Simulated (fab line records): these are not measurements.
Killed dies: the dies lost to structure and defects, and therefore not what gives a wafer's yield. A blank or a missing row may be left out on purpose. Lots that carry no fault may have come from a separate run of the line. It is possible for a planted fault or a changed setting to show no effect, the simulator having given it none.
Lot-split experiment + flow n5-finfet + 7 lots, 21 wafers read, on a route of 1938 steps

== THE SPLIT ==
At N5_DUMMY_GATE_COAT_09 (resist thk 30 nm), the setting spin-rpm was moved away from the recipe's 1500 rpm on 7 of the 21 wafers read, by -7.6% to +7.6%. For the rest of the wafers, this setting stayed at what the recipe calls for.

== FROM THE SPLIT TO THE READING: what the file shows between them, 6 steps ==
- N5_DUMMY_GATE_EBR_11
- N5_DUMMY_GATE_SOFTBAKE_10: time 60 s
- N5_DUMMY_GATE_EXPOSE_12: exposes mask GATE, target cd 25 nm
- N5_DUMMY_GATE_PEB_13: peb time 60 s
- N5_DUMMY_GATE_DEVELOP_14: develop time 30 s
- N5_DUMMY_GATE_DESCUM_20: chemistry O2, time 6.2 s

== THE READING ==
CAR-EUV_of_DUMMY_GATE_COAT_09.thk-nm (the simulator's own value, which no gauge read), in nm, at N5_DUMMY_GATE_ETCH_29 (etches underlayer in N2/H2, target depth 13 nm). There is no usual value for it anywhere in the file. Average 18.9 nm, standard deviation 0.16 nm, over the 14 wafers here run with the recipe.

| wafer  | tool, chamber at the split | spin-rpm as run, rpm | against the recipe | CAR-EUV_of_DUMMY_GATE_COAT_09.thk-nm, nm | against lot-mates on the recipe |
|--------|----------------------------|----------------------|--------------------|------------------------------------------|---------------------------------|
| L078.2 | litho-track-05, 0          | 1500                 | recipe             | 19                                       | -                               |
| L078.4 | litho-track-05, 0          | 1500                 | recipe             | 18.8                                     | -                               |
| L078.6 | litho-track-05, 0          | 1500                 | recipe             | 19.2                                     | -                               |
| L081.2 | litho-track-02, 0          | 1614                 | +7.6%              | 17.8                                     | -1.1                            |
| L081.3 | litho-track-02, 0          | 1500                 | recipe             | 19                                       | -                               |
| L081.4 | litho-track-02, 0          | 1500                 | recipe             | 18.8                                     | -                               |
| L083.2 | litho-track-01, 0          | 1500                 | recipe             | 18.8                                     | -                               |
| L083.4 | litho-track-01, 0          | 1500                 | recipe             | 18.8                                     | -                               |
| L083.5 | litho-track-01, 0          | 1500                 | recipe             | 18.8                                     | -                               |
| L085.1 | litho-track-02, 0          | 1500                 | recipe             | 18.6                                     | -                               |
| L085.2 | litho-track-02, 0          | 1500                 | recipe             | 18.8                                     | -                               |
| L085.3 | litho-track-02, 0          | 1448                 | -3.5%              | 19.2                                     | +0.5                            |
| L089.1 | litho-track-02, 0          | 1552                 | +3.5%              | 18.4                                     | -0.7                            |
| L089.3 | litho-track-02, 0          | 1500                 | recipe             | 19.2                                     | -                               |
| L089.5 | litho-track-02, 0          | 1500                 | recipe             | 19                                       | -                               |
| L092.1 | litho-track-02, 0          | 1500                 | recipe             | 19                                       | -                               |
| L092.6 | litho-track-02, 0          | 1500                 | recipe             | 19                                       | -                               |
| L092.3 | litho-track-02, 0          | 1452                 | -3.2%              | 19.4                                     | +0.4                            |
| L095.3 | litho-track-02, 0          | 1386                 | -7.6%              | 19.8                                     | no lot-mate on the recipe       |
| L095.5 | litho-track-02, 0          | 1386                 | -7.6%              | 19.8                                     | no lot-mate on the recipe       |
| L095.6 | litho-track-02, 0          | 1386                 | -7.6%              | 19.8                                     | no lot-mate on the recipe       |

FIT RESULTS
A straight line over all 21 wafers: CAR-EUV_of_DUMMY_GATE_COAT_09.thk-nm changes by -0.126 nm for each +1% of spin-rpm; r = -0.95; the points scatter about the line by 0.15 nm.
The same after taking each lot's own level away (the mean of its wafers on the recipe; 18 wafers): -0.149 nm for each +1%; r = -0.96; scatter 0.11 nm.
On that fit, the largest move of spin-rpm shifts the reading by 1.1 nm.
Measured against the standard deviation above, the lots' own levels, which go from 18.70 to 19.10 nm, span 2.4 times it.
So the lot-to-lot level changes the slope: the two fits differ.
Check: with one of the wafers moved furthest among these (+7.6%) left out of the fit, the line predicts -1.24 nm for it against its lot-mates. Against them it came out at -1.1 nm.

== OTHER SPLITS APPLIED TO THESE WAFERS ==
These wafers also went through other splits before the reading. Each is held against what the fit with the lots' levels taken away leaves over:
| other split on the same wafers                    | wafers away from the commonest value | r with CAR-EUV_of_DUMMY_GATE_COAT_09.thk-nm (lot level and that fit taken away) |
|---------------------------------------------------|--------------------------------------|---------------------------------------------------------------------------------|
| N5_PMOS_HMC_CHANNEL_EPI_PEB_07 peb-temp-c         | 10                                   | +0.08                                                                           |
| N5_PMOS_HMC_CHANNEL_EPI_DEVELOP_08 develop-time-s | 8                                    | -0.31                                                                           |
| N5_FIN_SAQP_DESCUM_21 time-s                      | 12                                   | +0.01                                                                           |
| N5_FIN_CUT_COAT_19 spin-rpm                       | 6                                    | +0.00                                                                           |
| N5_FIN_CUT_EXPOSE_05 dose-mj                      | 5                                    | -0.03                                                                           |
| N5_DUMMY_GATE_COAT_28 spin-rpm                    | 8                                    | -0.09                                                                           |

== THE WHOLE CHAIN: every reading that the file lists as answering this split, in the file's order ==
| step                     | what it does                                   | reading                                                                               | change (the file's fit)               | r (the file's) |
|--------------------------|------------------------------------------------|---------------------------------------------------------------------------------------|---------------------------------------|----------------|
| N5_DUMMY_GATE_COAT_09    | resist thk 30 nm                               | CAR-EUV_of_DUMMY_GATE_COAT_09.thk-nm (the simulator's own value, which no gauge read) | -0.127 nm for each +1% of the setting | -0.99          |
| N5_DUMMY_GATE_DEVELOP_14 | develop time 30 s                              | CAR-EUV_of_DUMMY_GATE_COAT_09.thk-nm (the simulator's own value, which no gauge read) | -0.138 nm for each +1% of the setting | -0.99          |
| N5_DUMMY_GATE_DESCUM_20  | chemistry O2, time 6.2 s                       | CAR-EUV_of_DUMMY_GATE_COAT_09.thk-nm (the simulator's own value, which no gauge read) | -0.158 nm for each +1% of the setting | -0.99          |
| N5_DUMMY_GATE_ETCH_29    | etches underlayer in N2/H2, target depth 13 nm | CAR-EUV_of_DUMMY_GATE_COAT_09.thk-nm (the simulator's own value, which no gauge read) | -0.15 nm for each +1% of the setting  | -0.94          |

== THE FILE'S OWN FIT ==
CAR-EUV_of_DUMMY_GATE_COAT_09.thk-nm changes by -0.15 nm for each +1% of spin-rpm, r = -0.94.
